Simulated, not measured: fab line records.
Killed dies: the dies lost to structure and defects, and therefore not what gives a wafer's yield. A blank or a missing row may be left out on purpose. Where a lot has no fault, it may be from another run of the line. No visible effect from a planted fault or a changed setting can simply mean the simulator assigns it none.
fab line records	flow n5_finfet
[record] lots = 7	wafers = 21	last_day = 17
route steps=1938 shown SD_EPI_N@283 SD_EPI_P@295 BEOL_M4@1111 PASSIVATION@1936
lots with no fault: from the same line, run without faults
start_h: hours from the record's opening day to when the first of the lot's shown wafers began	wait_h: how many hours have passed since the lot's step before this one	" unchanged from the row above	L1.1+2: one row covering several wafers at once	- no value, or no start given	* or withheld: withheld	< > ~ a bound
route shown NAME@n: NAME is a module with steps in the file, n the number in the route of the first one	usual: the fault-free wafers' mean and standard deviation	same: alike in all rows	chamber/n: place in a boat	sites: the reading at each site	_std_site: their standard deviation	_edge_site: the outer-site mean with the inner-site mean subtracted	radius_mm: how far each site lies from the wafer's centre	mask NAME#n: copy n	behind: the tool/chamber that last shaped the wafer	hold: cause of the lot's hold/its duration in hours/its outcome	device: names the non-switching transistor (n, p or np)	end of line: at the end of the route, the tests of the same wafers	a step with no rows: only its recipe	killed: dies that structure and defects cost at the first sort, which is not the same as the wafer's yield	map: the dies of a wafer, with x for killed, . for not killed, _ for no die there
set.NAME: the setting as run; set.NAME@STEP: as run at that earlier step	model.NAME: the simulator's own value behind a step, which no gauge read
lots seen at some steps along the route; tables by step, rows by wafer
services: when a tool's chamber went out of use (start_h, in hours from the record's first day, below 0 if earlier), for how many hours, and the reason
[[steps]]
[step N5_SD_EPI_N_WET_ETCH_43]
[recipe] chemistry = dHF	dilution = withheld	time_s = 14	target = SiO2	target_depth_a = 15	temp_c = 25
[step N5_SD_EPI_N_STRIP_18]
[recipe] chemistry = SPM	time_s = 750	temp_c = 130	h2so4_h2o2_vol_ratio = 4
[step N5_SD_EPI_N_SRD_20]
[recipe] dry = ipa_marangoni	do_ppb = 5	time_s = 30	temp_c = 23	rinse_liquid = diw
[step N5_SD_EPI_N_PRECLEAN_48]
[recipe] chemistry = NF3:NH3	afs_cycles = 2	temp_c = 30	time_s = 20	sublimation_temp_c = 180	sublimation_time_s = 60	pressure_torr = 3	rf_power_w = 30
[step N5_SD_EPI_N_VAPOR_ETCH_50]
[recipe] chemistry = HCl	target = Si	temp_c = 775	time_s = 54	pressure_torr = 20	mode = isotropic
[usual] throttle_valve_pct = 11.2/0.43
lot.wafer	tool	chamber	start_h	wait_h	throttle_valve_pct
L470.3	epi_rpcvd-02	0	64.36	0.2	10.8
L470.4	"	0	"	"	10.8
L470.6	"	0	"	"	11.0
L476.1	epi_rpcvd-03	0	100.71	0.3	11.0
L476.4	"	0	"	"	11.2
L476.6	"	0	"	"	11.1
L477.2	epi_rpcvd-02	0	103.13	0.3	11.0
L477.3	"	0	"	"	10.9
L477.4	"	0	"	"	11.0
L479.3	epi_rpcvd-02	0	116.24	0.2	10.9
L479.4	"	0	"	"	11.0
L479.5	"	0	"	"	11.0
L480.1	epi_rpcvd-02	0	124.25	0.3	11.0
L480.2	"	0	"	"	11.0
L480.6	"	0	"	"	10.8
L483.2	epi_rpcvd-02	0	141.06	0.3	11.1
L483.5	"	0	"	"	11.0
L483.6	"	0	"	"	10.9
L489.1	epi_rpcvd-02	0	175.15	0.3	10.8
L489.4	"	0	"	"	10.9
L489.6	"	0	"	"	11.0
[step N5_SD_EPI_N_EPI_21]
[recipe] material = Si:P	dopant = P	temp_c = 680	pressure_torr = 255	time_s = 690
[step N5_SD_EPI_N_EPI_MEAS_23]
[recipe] mode = xrd
[usual] thk_nm = 59.1/1.2
lot.wafer	tool	chamber	start_h	wait_h	thk_nm
L470.3	film_metro-02	-	66.21	0.9	58.3
L470.4	"	-	"	"	60.0
L470.6	"	-	"	"	56.7
L476.1	film_metro-02	-	102.61	1.4	61.0
L476.4	"	-	"	"	57.7
L476.6	"	-	"	"	58.1
L477.2	film_metro-01	-	105.01	1.2	58.2
L477.3	"	-	"	"	57.7
L477.4	"	-	"	"	61.8
L479.3	film_metro-01	-	118.08	0.9	60.1
L479.4	"	-	"	"	59.3
L479.5	"	-	"	"	59.7
L480.1	film_metro-01	-	126.14	1.4	61.2
L480.2	"	-	"	"	58.9
L480.6	"	-	"	"	57.5
L483.2	film_metro-02	-	142.93	1.2	59.6
L483.5	"	-	"	"	60.7
L483.6	"	-	"	"	58.7
L489.1	film_metro-01	-	177.06	1.5	61.0
L489.4	"	-	"	"	59.1
L489.6	"	-	"	"	61.7
[step N5_SD_EPI_N_PRECLEAN_24]
[recipe] chemistry = O3/DIW	time_s = 60	temp_c = 22	o3_ppm = 10
[step N5_SD_EPI_N_SRD_25]
[recipe] time_s = 30	temp_c = 23	rinse_liquid = diw	dry = ipa_marangoni
[step N5_SD_EPI_N_PRECLEAN_49]
[recipe] chemistry = NF3:NH3	afs_cycles = 1	temp_c = 30	time_s = 20	sublimation_temp_c = 180	sublimation_time_s = 60	pressure_torr = 3	rf_power_w = 30
[step N5_SD_EPI_N_LINER_46]
[recipe] material = SiNx	target_thk_a = 30	temp_c = 400	ald_precursor_family = SiH2I2	ald_co_reactant = N2/H2-plasma	pressure_torr = 2
[usual] heater_power_w = 879/68
lot.wafer	tool	chamber	start_h	wait_h	heater_power_w
L470.3	ald_sin-02	0	66.52	0.1	963
L470.4	"	2	"	"	913
L470.6	"	1	"	"	841
L476.1	ald_sin-04	2	104.22	1.5	991
L476.4	"	1	"	"	843
L476.6	"	1	"	"	872
L477.2	ald_sin-01	3	105.32	0.1	782
L477.3	"	1	"	"	895
L477.4	"	0	"	"	959
L479.3	ald_sin-01	0	118.38	0.1	930
L479.4	"	3	"	"	781
L479.5	"	3	"	"	787
L480.1	ald_sin-02	1	126.45	0.2	835
L480.2	"	2	"	"	924
L480.6	"	3	"	"	820
L483.2	ald_sin-02	3	143.43	0.3	843
L483.5	"	3	"	"	818
L483.6	"	0	"	"	999
L489.1	ald_sin-04	2	177.37	0.2	985
L489.4	"	0	"	"	916
L489.6	"	3	"	"	815
[step N5_SD_EPI_N_INSPECT_26]
[recipe] inspect_instrument = darkfield	mode = post_epi
[usual] raw_defect_count = 200/36
lot.wafer	tool	chamber	start_h	wait_h	raw_defect_count
L470.3	defect_inspect-02	-	66.77	0.1	181
L470.4	"	-	"	"	150
L470.6	"	-	"	"	186
L476.1	defect_inspect-01	-	104.47	0.1	195
L476.4	"	-	"	"	181
L476.6	"	-	"	"	144
L477.2	defect_inspect-02	-	105.57	0.1	167
L477.3	"	-	"	"	178
L477.4	"	-	"	"	188
L479.3	defect_inspect-02	-	118.63	0.1	200
L479.4	"	-	"	"	233
L479.5	"	-	"	"	149
L480.1	defect_inspect-02	-	126.70	0.1	163
L480.2	"	-	"	"	192
L480.6	"	-	"	"	197
L483.2	defect_inspect-01	-	143.68	0.1	235
L483.5	"	-	"	"	199
L483.6	"	-	"	"	190
L489.1	defect_inspect-01	-	177.62	0.1	187
L489.4	"	-	"	"	179
L489.6	"	-	"	"	150
[step N5_SD_EPI_P_COAT_34]
[recipe] resist = SOC	temp_c = 250	time_s = 60	spin_rpm = 1500	resist_thk_nm = 350
[usual] chill_plate_temp_C = 23.01/0.1	dispense_pressure_kPa = 49.5/0.87	spin_speed_rpm = 1500.0/0.81
lot.wafer	tool	chamber	start_h	wait_h	chill_plate_temp_C	dispense_pressure_kPa	spin_speed_rpm	model.SOC_of_SD_EPI_P_COAT_34.thk_nm
L470.3	litho_track-03	0	66.80	0.0	22.68	48.5	1499.0	347.4
L470.4	"	0	"	"	22.81	48.5	1499.3	348.4
L470.6	"	0	"	"	23.00	48.5	1499.9	348
L476.1	litho_track-04	0	104.50	0.0	22.90	49.7	1500.5	348
L476.4	"	0	"	"	22.94	49.7	1499.7	349.2
L476.6	"	0	"	"	23.10	49.7	1500.3	349
L477.2	litho_track-04	0	105.60	0.0	23.03	49.7	1534.8	344
L477.3	"	0	"	"	23.02	49.7	1534.7	344.2
L477.4	"	0	"	"	23.19	49.6	1534.5	342
L479.3	litho_track-04	0	118.66	0.0	23.07	49.7	1534.5	346.2
L479.4	"	0	"	"	23.00	49.7	1533.9	345.6
L479.5	"	0	"	"	22.89	49.7	1535.0	346
L480.1	litho_track-04	0	126.73	0.0	23.02	49.7	1534.9	348
L480.2	"	0	"	"	22.93	49.7	1534.4	347.6
L480.6	"	0	"	"	23.15	49.7	1535.3	348.2
L483.2	litho_track-03	0	143.71	0.0	23.11	48.5	1500.9	350
L483.5	"	0	"	"	23.02	48.5	1499.8	351.2
L483.6	"	0	"	"	23.08	48.6	1501.0	349.8
L489.1	litho_track-03	0	177.65	0.0	23.09	48.5	1500.7	349.4
L489.4	"	0	"	"	23.08	48.5	1501.8	351.2
L489.6	"	0	"	"	23.08	48.5	1499.3	349.2
[step N5_SD_EPI_P_COAT_35]
[recipe] resist = SiARC	temp_c = 220	time_s = 60	spin_rpm = 1500	resist_thk_nm = 35
[step N5_BEOL_M4_RC_MEAS_101]
[usual] DIBL_N = 36.7/1.8	DIBL_P = 37.0/2.4	IOFF_N = 0.17/0.036	IOFF_P = 0.22/0.042	ION_N = 673/12	ION_P = 462/8.5	SS_N = 71.7/0.62	SS_P = 73.4/0.65	VT_N = 250/3.7	VT_P = -250/3.7
lot.wafer	tool	chamber	start_h	wait_h	DIBL_N[mV/V]	DIBL_P[mV/V]	IOFF_N[nA/um]	IOFF_P[nA/um]	ION_N[uA/um]	ION_P[uA/um]	SS_N[mV/dec]	SS_P[mV/dec]	VT_N[mV]	VT_P[mV]
L470.3	prober-02	0	196.30	0.3	37.1	36.1	0.16	0.19	673	457	72.1	73.2	252	-254
L470.4	"	0	"	"	35.2	33.7	0.12	0.16	646	448	72.2	72.8	257	-255
L470.6	"	0	"	"	37.5	36.6	0.17	0.20	672	455	72.3	74.3	252	-251
L476.1	prober-02	0	233.61	0.0	38.2	37.9	0.17	0.21	674	458	71.5	73.7	251	-252
L476.4	"	0	"	"	35.8	35.4	0.13	0.18	653	455	70.8	72.8	251	-252
L476.6	"	0	"	"	37.5	36.4	0.16	0.19	669	455	71.7	72.4	249	-254
L479.3	prober-02	0	237.34	0.3	38.8	38.6	0.19	0.24	697	470	71.6	74.8	248	-252
L479.4	"	0	"	"	35.0	35.0	0.14	0.19	672	459	71.7	72.9	251	-254
L479.5	"	0	"	"	37.7	38.3	0.19	0.25	701	479	72.2	74.6	247	-247
L477.2	prober-01	0	237.86	0.2	38.3	38.7	0.21	0.30	680	474	72.5	73.0	247	-242
L477.3	"	0	"	"	34.6	34.8	0.15	0.23	677	479	71.1	72.4	247	-241
L477.4	"	0	"	"	36.7	37.2	0.18	0.27	677	472	71.8	73.1	248	-245
L480.1	prober-01	0	262.40	0.0	38.3	39.4	0.21	0.27	671	463	72.5	73.8	245	-247
L480.2	"	0	"	"	37.7	39.4	0.19	0.26	681	467	71.6	73.9	248	-248
L480.6	"	0	"	"	36.8	39.1	0.18	0.26	682	473	71.7	73.3	245	-247
L483.2	prober-02	0	270.03	0.2	39.2	42.2	0.26	0.34	694	479	71.5	74.5	244	-242
L483.5	"	0	"	"	38.5	41.4	0.24	0.31	704	479	72.3	73.5	242	-242
L483.6	"	0	"	"	38.1	39.3	0.20	0.28	684	472	71.8	73.9	247	-245
L489.1	prober-02	0	302.34	0.0	36.5	35.1	0.15	0.22	676	466	71.7	73.6	252	-247
L489.4	"	0	"	"	35.2	32.7	0.12	0.19	675	467	71.4	72.6	252	-249
L489.6	"	0	"	"	39.4	37.9	0.21	0.29	675	466	72.2	73.9	247	-241
[step N5_PASSIVATION_PROBE_49]
[usual] defect_limited_yield = 91.1/1.4	killed_at_M0_to_M3 = 32/9.3	killed_at_M4_up = 13/5.8	killed_at_contacts = 12/6.3	killed_at_front_end = 44/12	killed_at_other = 3.6/2.7	killed_dies = 104/17	killed_open = 69/13	killed_short = 34/6.9	sort_bin_4_leakage = 0.00/0.031	sort_bin_5_function = 5.2/0.98	sort_bin_6_memory = 3.3/0.59	sort_n_pass = 1075/17	sort_yield_pct = 91.1/1.4
[same] gross_dies = 1180	killed_at_back_side = 0	sort_bin_8_speed[%] = 0
lot.wafer	tool	chamber	start_h	wait_h	defect_limited_yield[%]	killed_at_M0_to_M3	killed_at_M4_up	killed_at_contacts	killed_at_front_end	killed_at_other	killed_dies	killed_open	killed_short	sort_bin_4_leakage[%]	sort_bin_5_function[%]	sort_bin_6_memory[%]	sort_n_pass	sort_yield_pct[%]
L470.3	prober-02	-	302.04	0.1	91.8	25	20	12	32	8	97	67	27	0	5.5	2.4	1083	91.8
L470.4	prober-02	-	302.09	0.2	92.2	16	18	13	40	5	92	61	31	0	4.3	3.2	1088	92.2
L470.6	prober-02	-	302.19	0.3	90.1	18	22	30	43	4	117	82	34	0	6.2	3.4	1063	90.1
// killed by level:class
L470.3 MOL_CONTACT_COAG:geometric_particle:open=10 FIN_SAQP:geometric_particle:open=8 BEOL_M0_SAQP:geometric_particle:open=7 DUMMY_GATE:geometric_particle:open=6 BEOL_M4:geometric_particle:open=6 STI_FIN_REVEAL:geometric_particle:open=5 BEOL_M3:geometric_particle:open=5 GATE_CUT:geometric_particle:short=4
L470.4 FIN_SAQP:geometric_particle:open=16 MOL_CONTACT_COAG:geometric_particle:open=11 FIN_SAQP:geometric_particle:short=10 BEOL_M4:geometric_particle:open=8 DUMMY_GATE:geometric_particle:open=4 BEOL_M1:geometric_particle:open=4 BEOL_M5:geometric_particle:open=3 GATE_CUT:geometric_particle:short=2
L470.6 MOL_CONTACT_COAG:geometric_particle:open=25 FIN_SAQP:geometric_particle:open=12 DUMMY_GATE:geometric_particle:open=7 BEOL_M4:geometric_particle:open=7 MOL_CONTACT_COAG:geometric_particle:short=5 STI_FIN_REVEAL:geometric_particle:open=5 BEOL_M0_SAQP:geometric_particle:short=5 BEOL_M4:geometric_particle:short=5
[[services]]
tool	chamber	start_h	hours	kind
ald_sin-01	3	41.87	10.9	repair
ald_sin-01	-	85.25	14.0	pm
ald_sin-01	0	85.25	14.0	vent_cycle
ald_sin-01	1	85.25	14.0	vent_cycle
ald_sin-01	2	85.25	14.0	vent_cycle
ald_sin-01	3	85.25	14.0	vent_cycle
ald_sin-02	1	85.55	8.5	repair
ald_sin-01	0	99.25	-	clean
ald_sin-01	1	99.25	-	clean
ald_sin-01	2	99.25	-	clean
ald_sin-01	3	99.25	-	clean
ald_sin-02	-	122.03	1.1	repair
ald_sin-02	-	148.80	0.9	repair
[[key]]
[first_sign] step = N5_SD_EPI_P_COAT_34	reading = spin_speed_rpm	direction = up	sigmas = 43	usual = *	struck = *
effect none on later readings
[model_effect] step = N5_SD_EPI_P_COAT_34	value = SOC_of_SD_EPI_P_COAT_34.thk_nm	without = 349.7	struck = 345.8
met_at N5_SD_EPI_P_COAT_34
struck_wafers L477.2,L477.3,L477.4,L479.3,L479.4,L479.5,L480.1,L480.2,L480.6
onset_between 104.50 105.60
[fault] kind = process_parameter_drift	tool = litho_track-04	chamber = -	onset_h = 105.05	steps = N5_SD_EPI_P_COAT_34	channel = spin_rpm	offset = *	shape = step	end_h = 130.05	acts_in = *	stated = *
